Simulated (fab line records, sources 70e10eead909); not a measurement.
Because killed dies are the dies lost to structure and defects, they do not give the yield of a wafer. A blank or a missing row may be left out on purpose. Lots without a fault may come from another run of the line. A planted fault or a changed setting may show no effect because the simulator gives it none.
Chamber matching :: flow nand harc :: NHARC_A_BONDPAD_STRIP_15 on rie diel-04: 4 sister chambers
The step strips in O2. 8 wafers are shown with their chamber, then 12 later ones without.

== WAFERS, EACH WITH ITS CHAMBER ==
wafer: L091.5
chamber: 2
showerhead plenum p Torr (Torr): 3.65
drypump motor current A (A): 6.7

wafer: L091.6
chamber: 3
showerhead plenum p Torr (Torr): 3.56
drypump motor current A (A): 5.6

wafer: L090.1
chamber: 1
showerhead plenum p Torr (Torr): 3.52
drypump motor current A (A): 5.1

wafer: L090.2
chamber: 0
showerhead plenum p Torr (Torr): 3.53
drypump motor current A (A): 6.0

wafer: L090.6
chamber: 3
showerhead plenum p Torr (Torr): 3.56
drypump motor current A (A): 5.6

wafer: L092.2
chamber: 2
showerhead plenum p Torr (Torr): 3.64
drypump motor current A (A): 6.7

wafer: L092.3
chamber: 1
showerhead plenum p Torr (Torr): 3.52
drypump motor current A (A): 5.1

wafer: L092.4
chamber: 0
showerhead plenum p Torr (Torr): 3.53
drypump motor current A (A): 6.1

== WAFERS WITHOUT THEIR CHAMBER ==
wafer: L094.1
showerhead plenum p Torr (Torr): 3.53
drypump motor current A (A): 6.0

wafer: L094.2
showerhead plenum p Torr (Torr): 3.56
drypump motor current A (A): 5.5

wafer: L094.6
showerhead plenum p Torr (Torr): 3.65
drypump motor current A (A): 6.7

wafer: L097.3
showerhead plenum p Torr (Torr): 3.56
drypump motor current A (A): 5.5

wafer: L097.4
showerhead plenum p Torr (Torr): 3.64
drypump motor current A (A): 6.7

wafer: L097.6
showerhead plenum p Torr (Torr): 3.52
drypump motor current A (A): 6.0

wafer: L095.1
showerhead plenum p Torr (Torr): 3.64
drypump motor current A (A): 6.7

wafer: L095.2
showerhead plenum p Torr (Torr): 3.56
drypump motor current A (A): 5.5

wafer: L095.3
showerhead plenum p Torr (Torr): 3.52
drypump motor current A (A): 6.1

wafer: L096.2
showerhead plenum p Torr (Torr): 3.52
drypump motor current A (A): 5.1

wafer: L096.5
showerhead plenum p Torr (Torr): 3.52
drypump motor current A (A): 6.0

wafer: L096.6
showerhead plenum p Torr (Torr): 3.52
drypump motor current A (A): 5.1

== CHAMBER TAKEN BY EACH ==
wafer: L094.1
from the rows above: 0
in truth: 0

wafer: L094.2
from the rows above: 3
in truth: 3

wafer: L094.6
from the rows above: 2
in truth: 2

wafer: L097.3
from the rows above: 3
in truth: 3

wafer: L097.4
from the rows above: 2
in truth: 2

wafer: L097.6
from the rows above: 0
in truth: 0

wafer: L095.1
from the rows above: 2
in truth: 2

wafer: L095.2
from the rows above: 3
in truth: 3

wafer: L095.3
from the rows above: 0
in truth: 0

wafer: L096.2
from the rows above: 1
in truth: 1

wafer: L096.5
from the rows above: 0
in truth: 0

wafer: L096.6
from the rows above: 1
in truth: 1
Placed correctly: 12 of 12. Left unplaced by these rows: 0. Number placed wrongly: 0.
How it was worked out, from the rows above alone: a wafer's distance from a chamber is the root of the sum, over the readings, of the square of ((its reading less the chamber's mean) divided by the reading's scatter). If the next closest chamber is less than 2 further off than the closest, the wafer can't be placed; otherwise it belongs to the closest. For every chamber, the mean is computed from those of its wafers that are shown. The scatter: the root of (the sum of the squares of (reading less its chamber's mean) over the shown wafers, divided by (wafers less chambers)).
